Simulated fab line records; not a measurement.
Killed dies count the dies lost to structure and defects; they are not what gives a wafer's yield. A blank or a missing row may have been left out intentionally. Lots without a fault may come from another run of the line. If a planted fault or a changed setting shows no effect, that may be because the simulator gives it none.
fab line records	flow n5-finfet
record: lots: 7	wafers: 21
route steps=1938 shown ZERO_LAYER@9 PMOS_HMC_CHANNEL_EPI@62 FIN_SAQP@125 DUMMY_GATE@221
start-h: start of the lot's first displayed wafer, in hours after the record's first day	wait-h: hours elapsed since this lot's preceding step	" identical to the entry in the row above	L1.1+2: several wafers, shown together as one row	- no value, or no start given	* or withheld: withheld	< > ~ a bound
route shown NAME@n: NAME is a module with steps in the file, n the number in the route of the first one	usual: mean and standard deviation over wafers with no fault	same: alike in all rows	chamber/n: place in a boat	sites: the reading at each site	_std_site: the standard deviation of these	_edge_site: outer sites' mean less inner sites'	radius-mm: for every site, how far away it sits from the centre of the wafer	mask NAME#n: copy n	behind: the tool/chamber that last shaped the wafer	hold: why the lot was held/for how many hours/how that ended	device: whichever transistor did not switch (one of n, p or np)	end of line: the tests these same wafers got at the end of their route	a step without rows: its recipe alone	killed: not the wafer's yield, but the dies lost to structure and defects at the first sort	map: the dies of a wafer, with x for killed, . for not killed, _ for no die there
set.NAME: setting as actually run; set.NAME@STEP: the setting as run at that earlier step	model.NAME: the simulator's own value behind a step, which no gauge read
lots whose settings were changed on purpose; a table a step, a row a wafer
== steps ==
step: N5_ZERO_LAYER_EXPOSE_08
recipe: mask-id: ZERO	na: 0.55	source-shape: conventional	sigma-outer: 0.8	polarization: unpolarized	defocus-nm: 0	target-cd-nm: 2000	dose-mj: 16.2
lot.wafer	tool	chamber	start-h	wait-h	mask	set.dose-mj
L078.3+5+6	krf-scanner-02	0	36.48	-	ZERO#0	16.2
L079.1+3	krf-scanner-02	0	42.72	-	ZERO#0	16.2
L079.2	"	0	"	"	ZERO#0	17.23
L084.2	krf-scanner-02	0	72.47	-	ZERO#0	16.2
L084.3+4	"	0	"	"	ZERO#0	14.99
L086.1+5	krf-scanner-02	0	84.47	-	ZERO#0	15.43
L086.6	"	0	"	"	ZERO#0	16.2
L089.2+5	krf-scanner-02	0	102.47	-	ZERO#0	16.2
L089.6	"	0	"	"	ZERO#0	15.1
L092.2+6	krf-scanner-02	0	120.47	-	ZERO#0	16.2
L092.3	"	0	"	"	ZERO#0	17
L094.2+6	krf-scanner-02	0	135.41	-	ZERO#0	17.12
L094.5	"	0	"	"	ZERO#0	16.2
step: N5_ZERO_LAYER_DEVELOP_10
recipe: develop-time-s: 60	rinse-liquid: diw	dry: air-spin	dev-temp-c: 21
lot.wafer	tool	chamber	start-h	wait-h	set.develop-time-s
L078.3+5+6	litho-track-02	0	-	-	60
L079.1+2+3	litho-track-03	0	-	-	60
L084.2	litho-track-04	0	-	-	60
L084.3+4	"	0	"	"	50.53
L086.1+6	litho-track-04	0	-	-	47.85
L086.5	"	0	"	"	60
L089.2	litho-track-04	0	-	-	48.8
L089.5+6	"	0	"	"	60
L092.2+3+6	litho-track-04	0	-	-	60
L094.2+5	litho-track-02	0	-	-	60
L094.6	"	0	"	"	54.18
step: N5_ZERO_LAYER_HARDBAKE_23
recipe: temp-c: 130	time-s: 120
step: N5_ZERO_LAYER_CD_MEAS_11
recipe: target-cd-nm: 2000	landing-energy-ev: 500	detector: se-inlens
usual: cd-nm: 2000.2/1.7
lot.wafer	tool	chamber	start-h	wait-h	set.dose-mj@ZERO_LAYER_EXPOSE_08	cd-nm
L078.3	cd-sem-03	0	36.64	-	16.2	1996.9
L078.5	"	0	"	"	16.2	1995.5
L078.6	"	0	"	"	16.2	2000.3
L079.1	cd-sem-01	0	42.90	-	16.2	2000.5
L079.2	"	0	"	"	17.23	2010.3
L079.3	"	0	"	"	16.2	1998.2
L084.2	cd-sem-02	0	72.64	-	16.2	2000.7
L084.3	"	0	"	"	14.99	1981.2
L084.4	"	0	"	"	14.99	1982.6
L086.1	cd-sem-01	0	84.65	-	15.43	1985.9
L086.5	"	0	"	"	15.43	1990.9
L086.6	"	0	"	"	16.2	1994.3
L089.2	cd-sem-02	0	102.64	-	16.2	1998.2
L089.5	"	0	"	"	16.2	2003.1
L089.6	"	0	"	"	15.1	1989.5
L092.2	cd-sem-02	0	120.64	-	16.2	2003.7
L092.3	"	0	"	"	17	2011.9
L092.6	"	0	"	"	16.2	2002.4
L094.2	cd-sem-02	0	135.58	-	17.12	2014.6
L094.5	"	0	"	"	16.2	2002.7
L094.6	"	0	"	"	17.12	2010.8
step: N5_ZERO_LAYER_DESCUM_16
recipe: chemistry: O2	time-s: 7.9	source-power-w: 50	bias-power-w: 20	pressure-mtorr: 20	rf-frequency-hz: 2.712e+07	temp-c: 40	o2-flow-sccm: 225
lot.wafer	tool	chamber	start-h	wait-h	set.dose-mj@ZERO_LAYER_EXPOSE_08	model.ZERO_LAYER.cd-nm
L078.3	rie-diel-03	1	36.68	0.0	16.2	1997
L078.5	"	0	"	"	16.2	1996
L078.6	"	1	"	"	16.2	2000
L079.1	rie-diel-03	2	42.94	0.0	16.2	2001
L079.2	"	0	"	"	17.23	2011
L079.3	"	3	"	"	16.2	1998
L084.2	rie-diel-04	1	72.68	0.0	16.2	2001
L084.3	"	3	"	"	14.99	1981
L084.4	"	0	"	"	14.99	1982
L086.1	rie-diel-03	3	84.73	0.1	15.43	1986
L086.5	"	2	"	"	15.43	1991
L086.6	"	3	"	"	16.2	1994
L089.2	rie-diel-06	2	102.68	0.0	16.2	1998
L089.5	"	0	"	"	16.2	2002
L089.6	"	1	"	"	15.1	1990
L092.2	rie-diel-06	3	120.79	0.1	16.2	2003
L092.3	"	0	"	"	17	2012
L092.6	"	3	"	"	16.2	2002
L094.2	rie-diel-04	3	135.62	0.0	17.12	2015
L094.5	"	0	"	"	16.2	2003
L094.6	"	3	"	"	17.12	2011
step: N5_PMOS_HMC_CHANNEL_EPI_EXPOSE_06
recipe: mask-id: PMOS_HMC_BLK	na: 1.35	source-shape: conventional	sigma-outer: 0.8	polarization: unpolarized	target-cd-nm: 240	dose-mj: 41
lot.wafer	tool	chamber	start-h	wait-h	mask	set.dose-mj
L078.3+5+6	arfi-scanner-02	0	40.97	-	PMOS_HMC_BLK#0	41
L079.1+3	arfi-scanner-01	0	48.07	-	PMOS_HMC_BLK#0	40.09
L079.2	"	0	"	"	PMOS_HMC_BLK#0	41
L084.2+4	arfi-scanner-01	0	76.99	-	PMOS_HMC_BLK#0	41
L084.3	"	0	"	"	PMOS_HMC_BLK#0	38.44
L086.1	arfi-scanner-02	0	89.36	-	PMOS_HMC_BLK#0	38.75
L086.5+6	"	0	"	"	PMOS_HMC_BLK#0	41
L089.2+5+6	arfi-scanner-03	0	107.20	-	PMOS_HMC_BLK#0	41
L092.2+3+6	arfi-scanner-02	0	124.94	-	PMOS_HMC_BLK#0	41
L094.2+6	arfi-scanner-01	0	139.74	-	PMOS_HMC_BLK#0	39.34
L094.5	"	0	"	"	PMOS_HMC_BLK#0	41
step: N5_PMOS_HMC_CHANNEL_EPI_PEB_07
recipe: peb-temp-c: 110	peb-time-s: 60	resist: CAR-ArF-block
step: N5_PMOS_HMC_CHANNEL_EPI_DEVELOP_08
recipe: develop-time-s: 30	developer: TMAH	resist: CAR-ArF-block	dev-temp-c: 23	rinse-liquid: diw	dry: air-spin
step: N5_PMOS_HMC_CHANNEL_EPI_CD_MEAS_09
recipe: target-cd-nm: 237.4	landing-energy-ev: 500	detector: se-inlens
usual: cd-nm: 237.6/0.77
lot.wafer	tool	chamber	start-h	wait-h	set.dose-mj@PMOS_HMC_CHANNEL_EPI_EXPOSE_06	cd-nm
L078.3	cd-sem-02	0	41.08	-	41	237.8
L078.5	"	0	"	"	41	237.4
L078.6	"	0	"	"	41	236.5
L079.1	cd-sem-03	0	48.20	-	40.09	235.7
L079.2	"	0	"	"	41	238.0
L079.3	"	0	"	"	40.09	236.1
L084.2	cd-sem-01	0	77.11	-	41	237.3
L084.3	"	0	"	"	38.44	232.4
L084.4	"	0	"	"	41	237.1
L086.1	cd-sem-02	0	89.48	-	38.75	231.9
L086.5	"	0	"	"	41	237.4
L086.6	"	0	"	"	41	238.2
L089.2	cd-sem-03	0	107.32	-	41	236.9
L089.5	"	0	"	"	41	237.6
L089.6	"	0	"	"	41	237.4
L092.2	cd-sem-03	0	125.06	-	41	237.6
L092.3	"	0	"	"	41	236.0
L092.6	"	0	"	"	41	237.5
L094.2	cd-sem-03	0	139.86	-	39.34	235.7
L094.5	"	0	"	"	41	239.8
L094.6	"	0	"	"	39.34	234.2
step: N5_PMOS_HMC_CHANNEL_EPI_DESCUM_14
recipe: chemistry: O2	time-s: 7.9	source-power-w: 50	bias-power-w: 20	pressure-mtorr: 20	rf-frequency-hz: 2.712e+07	temp-c: 40	resist: CAR-ArF-block	o2-flow-sccm: 225
lot.wafer	tool	chamber	start-h	wait-h	set.time-s	set.dose-mj@PMOS_HMC_CHANNEL_EPI_EXPOSE_06	model.PMOS_HMC_CHANNEL_EPI.cd-nm
L078.3	rie-diel-06	1	41.17	0.0	7.9	41	237.4
L078.5	"	1	"	"	7.9	41	237.3
L078.6	"	0	"	"	7.9	41	236.4
L079.1	rie-diel-04	1	48.32	0.1	7.9	40.09	235.9
L079.2	"	3	"	"	6.607	41	237.7
L079.3	"	2	"	"	6.607	40.09	236
L084.2	rie-diel-04	2	77.20	0.0	7.9	41	236.9
L084.3	"	0	"	"	7.9	38.44	232.5
L084.4	"	1	"	"	7.9	41	237
L086.1	rie-diel-06	2	89.85	0.3	8.823	38.75	232
L086.5	"	1	"	"	8.823	41	237.5
L086.6	"	0	"	"	7.9	41	238.5
L089.2	rie-diel-06	2	107.66	0.3	8.744	41	237.4
L089.5	"	1	"	"	7.9	41	237.4
L089.6	"	2	"	"	8.744	41	237.7
L092.2+6	rie-diel-04	3,0	125.15	0.0	7.9	41	237.4
L092.3	"	2	"	"	7.9	41	235.5
L094.2	rie-diel-03	3	139.95	0.0	7.9	39.34	235.8
L094.5	"	3	"	"	7.9	41	239.7
L094.6	"	2	"	"	8.628	39.34	234.6
step: N5_PMOS_HMC_CHANNEL_EPI_ETCH_32
recipe: chemistry: N2/H2	target: BARC	stop-on: SiO2	target-depth-a: 858	over-etch-frac: 0.3	time-s: 50.3	ion-energy-ev: 200	mask-material: CAR-ArF-block	pressure-mtorr: 30	source-w: 840	bias-w: 150	n2-flow-sccm: 200	h2-flow-sccm: 200
lot.wafer	tool	chamber	start-h	wait-h	set.dose-mj@PMOS_HMC_CHANNEL_EPI_EXPOSE_06	model.PMOS_HMC_CHANNEL_EPI.cd-nm
L078.3	rie-diel-06	1	41.20	0.0	41	239.6
L078.5	"	1	"	"	41	239.9
L078.6	"	0	"	"	41	238.6
L079.1	rie-diel-04	1	48.35	0.0	40.09	238.9
L079.2	"	3	"	"	41	239.8
L079.3	"	2	"	"	40.09	239
L084.2	rie-diel-04	2	77.23	0.0	41	239.2
L084.3	"	0	"	"	38.44	233.7
L084.4	"	1	"	"	41	239
L086.1	rie-diel-06	2	89.89	0.0	38.75	234.3
L086.5	"	1	"	"	41	239.1
L086.6	"	0	"	"	41	241.2
L089.2	rie-diel-06	2	107.69	0.0	41	239.3
L089.5	"	1	"	"	41	239.7
L089.6	"	2	"	"	41	240.6
L092.2	rie-diel-04	3	125.18	0.0	41	239.8
L092.3	"	2	"	"	41	238.4
L092.6	"	0	"	"	41	239.5
L094.2	rie-diel-03	3	139.98	0.0	39.34	238.7
L094.5	"	3	"	"	41	242.8
L094.6	"	2	"	"	39.34	238.4
step: N5_PMOS_HMC_CHANNEL_EPI_HM_OPEN_15
recipe: chemistry: CHF3/O2	target: SiO2	mask-material: CAR-ArF-block	target-depth-a: 406	CHF3_flow_sccm: 50	O2_flow_sccm: 5	Ar_flow_sccm: 200	time-s: 20.3	pressure-mtorr: 30	source-w: 650	bias-w: 170	ion-energy-ev: 200
step: N5_PMOS_HMC_CHANNEL_EPI_STRIP_33
recipe: chemistry: N2/H2	power-w: 500	temp-c: 40	pressure-mtorr: 50	rf-frequency-hz: 6e+07	overash-fraction: 0.3	bias-power-w: 8	h2-frac: 0.5	n2-flow-sccm: 300	h2-flow-sccm: 300
step: N5_PMOS_HMC_CHANNEL_EPI_STRIP_17
recipe: chemistry: SPM	time-s: 750	temp-c: 130	h2so4-h2o2-vol-ratio: 4	dry: ipa-marangoni
step: N5_PMOS_HMC_CHANNEL_EPI_ETCH_38
recipe: chemistry: CF4	target: SiO2	target-depth-a: 15	ion-energy-ev: 350	pressure-mtorr: 10	icp-w: 800	bias-w: 400	cf4-flow-sccm: 80
step: N5_PMOS_HMC_CHANNEL_EPI_FIN_RECESS_16
recipe: chemistry: HBr/Cl2	target: Si	mask-material: SiO2	target-depth-a: 540	time-s: 18	pressure-mtorr: 10	icp-w: 800	bias-w: 75	HBr_flow_sccm: 150	Cl2_flow_sccm: 80
lot.wafer	tool	chamber	start-h	wait-h	set.dose-mj@PMOS_HMC_CHANNEL_EPI_EXPOSE_06	model.PMOS_HMC_CHANNEL_EPI.cd-nm
L078.3	rie-si-02	3	41.87	0.0	41	239.6
L078.5	"	2	"	"	41	239.9
L078.6	"	3	"	"	41	238.7
L079.1	rie-si-06	1	48.77	0.0	40.09	238.9
L079.2	"	2	"	"	41	239.9
L079.3	"	0	"	"	40.09	239.2
L084.2	rie-si-05	3	77.65	0.0	41	239.2
L084.3	"	1	"	"	38.44	233.6
L084.4	"	0	"	"	41	239
L086.1	rie-si-05	0	90.32	0.0	38.75	234.2
L086.5	"	3	"	"	41	239.2
L086.6	"	2	"	"	41	241.3
L089.2	rie-si-02	3	108.12	0.0	41	239.2
L089.5	"	3	"	"	41	239.8
L089.6	"	0	"	"	41	240.5
L092.2	rie-si-05	3	125.60	0.0	41	239.8
L092.3	"	0	"	"	41	238.4
L092.6	"	3	"	"	41	239.5
L094.2	rie-si-02	1	140.40	0.0	39.34	238.6
L094.5	"	2	"	"	41	242.7
L094.6	"	3	"	"	39.34	238.5
step: N5_FIN_SAQP_SPACER1_ALD_24
recipe: material: SiO2	target-thk-a: 203	temp-c: 300	ald-precursor-family: BDEAS	ald-co-reactant: O2-plasma	pulse-time-s: 1	purge-time-s: 2	co-reactant-purge-time-s: 2	ald-cycles: 218	pressure-torr: 2
lot.wafer	tool	chamber	start-h	wait-h	set.ald-cycles	model.SiO2_of_FIN_SAQP_SPACER1_ALD_24.thk-nm
L078.3+6	ald-sin-02	3,2	47.87	1.0	218	20.2
L078.5	"	1	"	"	218	20.4
L079.1	ald-sin-01	2	55.49	0.3	196	18.4
L079.2	"	3	"	"	196	18.2
L079.3	"	1	"	"	218	20.4
L084.2+3+4	ald-sin-03	1,2,0	83.45	0.3	198	18.4
L086.1+5+6	ald-sin-02	0,1,2	101.23	0.3	218	20.2
L089.2	ald-sin-02	1	113.01	0.3	248	23.2
L089.5	"	0	"	"	218	20.4
L089.6	"	1	"	"	248	23
L092.2	ald-sin-03	0	131.46	0.8	218	20.4
L092.3+6	"	2,0	"	"	189	17.6
L094.2	ald-sin-01	3	145.13	0.3	218	20.4
L094.5	"	0	"	"	187	17.4
L094.6	"	1	"	"	218	20.2
step: N5_FIN_SAQP_SPACER1_ETCHBACK_25
recipe: chemistry: CHF3/O2	mode: anisotropic-etchback	target: SiO2	target-depth-a: 244	time-s: 12.2	pressure-mtorr: 30	source-w: 650	bias-w: 170	Ar_flow_sccm: 200	CHF3_flow_sccm: 50	O2_flow_sccm: 5	ion-energy-ev: 200
step: N5_FIN_SAQP_MANDREL1_REMOVE_56
recipe: chemistry: HBr/Cl2/O2	bt-time-s: 10	target: a-Si	stop-on: SiNx	endpoint: OES-SiCl	over-etch-frac: 1	icp-w: 600	bias-w: 22	HBr_flow_sccm: 150	Cl2_flow_sccm: 80	O2_flow_sccm: 5	pressure-mtorr: 10
lot.wafer	tool	chamber	start-h	wait-h	set.ald-cycles@FIN_SAQP_SPACER1_ALD_24	model.FIN_SAQP.cd-nm
L078.3+6	rie-si-03	0	48.67	0.1	218	20.2
L078.5	"	1	"	"	218	20.4
L079.1+2	rie-si-01	3,2	56.30	0.1	196	18.4
L079.3	"	0	"	"	218	20.4
L084.2	rie-si-04	2	84.26	0.1	198	18.6
L084.3+4	"	3,0	"	"	198	18.4
L086.1+5+6	rie-si-03	2,2,3	102.04	0.1	218	20.2
L089.2	rie-si-01	0	113.87	0.1	248	23.2
L089.5	"	3	"	"	218	20.2
L089.6	"	2	"	"	248	23
L092.2	rie-si-01	3	132.41	0.1	218	20.4
L092.3	"	1	"	"	189	17.6
L092.6	"	0	"	"	189	17.8
L094.2+6	rie-si-03	3,0	145.93	0.1	218	20.2
L094.5	"	1	"	"	187	17.4
step: N5_FIN_SAQP_CD_MEAS_27
recipe: target-cd-nm: 20	landing-energy-ev: 1000	detector: se-inlens	polarity: line
usual: cd-nm: 20.28/0.22
lot.wafer	tool	chamber	start-h	wait-h	set.ald-cycles@FIN_SAQP_SPACER1_ALD_24	cd-nm
L078.3	cd-sem-02	0	48.79	0.1	218	20.14
L078.5	"	0	"	"	218	20.58
L078.6	"	0	"	"	218	20.28
L079.1	cd-sem-01	0	56.41	0.1	196	18.59
L079.2	"	0	"	"	196	18.46
L079.3	"	0	"	"	218	20.77
L084.2	cd-sem-03	0	84.37	0.1	198	18.63
L084.3	"	0	"	"	198	18.11
L084.4	"	0	"	"	198	18.18
L086.1	cd-sem-01	0	102.15	0.1	218	20.56
L086.5	"	0	"	"	218	20.37
L086.6	"	0	"	"	218	20.26
L089.2	cd-sem-02	0	113.98	0.1	248	23.21
L089.5	"	0	"	"	218	20.03
L089.6	"	0	"	"	248	22.90
L092.2	cd-sem-01	0	132.52	0.1	218	20.53
L092.3	"	0	"	"	189	17.76
L092.6	"	0	"	"	189	17.67
L094.2	cd-sem-03	0	146.05	0.1	218	19.98
L094.5	"	0	"	"	187	17.21
L094.6	"	0	"	"	218	20.44
step: N5_DUMMY_GATE_PECVD_30
recipe: material: SiO2	target-thk-a: 550	temp-c: 400	precursor: TEOS/O2	pressure-torr: 6.5	rf-w: withheld	teos-flow-sccm: withheld	gas: O2	flow-sccm: 2650	time-s: 10.8
lot.wafer	tool	chamber	start-h	wait-h	set.time-s	model.SiO2_of_DUMMY_GATE_PECVD_30.thk-nm
L078.3	pecvd-02	2	70.86	0.0	10.8	54.8
L078.5	"	1	"	"	10.8	55
L078.6	"	2	"	"	10.8	55.2
L079.1+2	pecvd-03	2,1	77.26	0.0	10.8	54.2
L079.3	"	0	"	"	10.8	54.8
L084.2	pecvd-03	1	105.63	0.0	10.8	54.4
L084.3	"	0	"	"	10.8	54.8
L084.4	"	0	"	"	10.8	55.4
L086.1	pecvd-03	2	124.00	0.0	10.8	54
L086.5	"	2	"	"	10.8	54.8
L086.6	"	0	"	"	10.8	55.8
L089.2	pecvd-03	2	139.60	0.0	11.94	59.4
L089.5	"	1	"	"	10.8	55.6
L089.6	"	2	"	"	10.8	54.4
L092.2	pecvd-02	2	154.57	0.0	10.8	55.2
L092.3	"	1	"	"	10.8	55.4
L092.6	"	2	"	"	10.8	56.6
L094.2	pecvd-03	0	170.29	0.0	11.48	57.8
L094.5	"	1	"	"	10.8	56.2
L094.6	"	0	"	"	10.8	55.2
step: N5_DUMMY_GATE_COAT_34
recipe: resist: SOC	temp-c: 250	time-s: 60	spin-rpm: 1500	resist-thk-nm: 60
step: N5_DUMMY_GATE_COAT_35
recipe: resist: SiARC	temp-c: 220	time-s: 60	spin-rpm: 1500	resist-thk-nm: 10
step: N5_DUMMY_GATE_STRIP_41
recipe: chemistry: O2	power-w: 400	temp-c: 40	pressure-mtorr: 30	rf-frequency-hz: 6e+07	bias-power-w: 0	overash-fraction: 0.3	o2-flow-sccm: 225
step: N5_DUMMY_GATE_HM_OPEN_21
recipe: chemistry: CH3F/O2	target: SiNx	target-depth-a: 1200	Ar_flow_sccm: 150	CH3F_flow_sccm: 30	O2_flow_sccm: 23	time-s: 171.4	pressure-mtorr: 30	source-w: 395	bias-w: 73	ion-energy-ev: 120.7
step: N5_DUMMY_GATE_ETCH_32
recipe: chemistry: CF4	target: SiO2	target-depth-a: 35	time-s: 3.9	ion-energy-ev: 350	pressure-mtorr: 10	icp-w: 800	bias-w: 400	cf4-flow-sccm: 80
lot.wafer	tool	chamber	start-h	wait-h	set.time-s@DUMMY_GATE_PECVD_30	model.SiO2_of_DUMMY_GATE_PECVD_30.thk-nm
L078.3+5	rie-si-05	0,3	72.13	0.1	10.8	41.4
L078.6	"	0	"	"	10.8	41.8
L079.1+2	rie-si-05	1,3	78.57	0.1	10.8	40.8
L079.3	"	2	"	"	10.8	41.6
L084.2	rie-si-06	1	106.94	0.1	10.8	40.8
L084.3	"	3	"	"	10.8	41.2
L084.4	"	0	"	"	10.8	42
L086.1	rie-si-02	0	125.47	0.1	10.8	40.6
L086.5	"	3	"	"	10.8	41.6
L086.6	"	0	"	"	10.8	42.2
L089.2	rie-si-05	1	148.57	0.1	11.94	45.8
L089.5	"	1	"	"	10.8	42
L089.6	"	2	"	"	10.8	41
L092.2	rie-si-05	1	155.91	0.1	10.8	42
L092.3	"	3	"	"	10.8	41.8
L092.6	"	1	"	"	10.8	43
L094.2	rie-si-02	2	171.55	0.1	11.48	44.6
L094.5	"	3	"	"	10.8	42.4
L094.6	"	0	"	"	10.8	41.8
== key ==
split: step: N5_ZERO_LAYER_EXPOSE_08	setting: dose-mj	stated: 16.2	by: wafer
response: step: N5_ZERO_LAYER_CD_MEAS_11	reading: cd-nm	change: +1.87	per: 1%	r: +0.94
response: step: N5_ZERO_LAYER_DESCUM_16	reading: model.ZERO_LAYER.cd-nm	change: +1.87	per: 1%	r: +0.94
split: step: N5_ZERO_LAYER_DEVELOP_10	setting: develop-time-s	stated: 60	by: wafer
response none clear
split: step: N5_PMOS_HMC_CHANNEL_EPI_EXPOSE_06	setting: dose-mj	stated: 41	by: wafer
response: step: N5_PMOS_HMC_CHANNEL_EPI_CD_MEAS_09	reading: cd-nm	change: +0.964	per: 1%	r: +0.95
response: step: N5_PMOS_HMC_CHANNEL_EPI_DESCUM_14	reading: model.PMOS_HMC_CHANNEL_EPI.cd-nm	change: +0.911	per: 1%	r: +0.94
response: step: N5_PMOS_HMC_CHANNEL_EPI_ETCH_32	reading: model.PMOS_HMC_CHANNEL_EPI.cd-nm	change: +0.935	per: 1%	r: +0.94
response: step: N5_PMOS_HMC_CHANNEL_EPI_FIN_RECESS_16	reading: model.PMOS_HMC_CHANNEL_EPI.cd-nm	change: +0.95	per: 1%	r: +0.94
split: step: N5_PMOS_HMC_CHANNEL_EPI_DESCUM_14	setting: time-s	stated: 7.9	by: wafer
response none clear
split: step: N5_FIN_SAQP_SPACER1_ALD_24	setting: ald-cycles	stated: 218	by: wafer
response: step: N5_FIN_SAQP_SPACER1_ALD_24	reading: model.SiO2_of_FIN_SAQP_SPACER1_ALD_24.thk-nm	change: +0.204	per: 1%	r: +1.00
response: step: N5_FIN_SAQP_MANDREL1_REMOVE_56	reading: model.FIN_SAQP.cd-nm	change: +0.203	per: 1%	r: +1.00
response: step: N5_FIN_SAQP_CD_MEAS_27	reading: cd-nm	change: +0.215	per: 1%	r: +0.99
split: step: N5_DUMMY_GATE_PECVD_30	setting: time-s	stated: 10.8	by: wafer
response: step: N5_DUMMY_GATE_PECVD_30	reading: model.SiO2_of_DUMMY_GATE_PECVD_30.thk-nm	change: +0.395	per: 1%	r: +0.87
response: step: N5_DUMMY_GATE_ETCH_32	reading: model.SiO2_of_DUMMY_GATE_PECVD_30.thk-nm	change: +0.405	per: 1%	r: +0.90
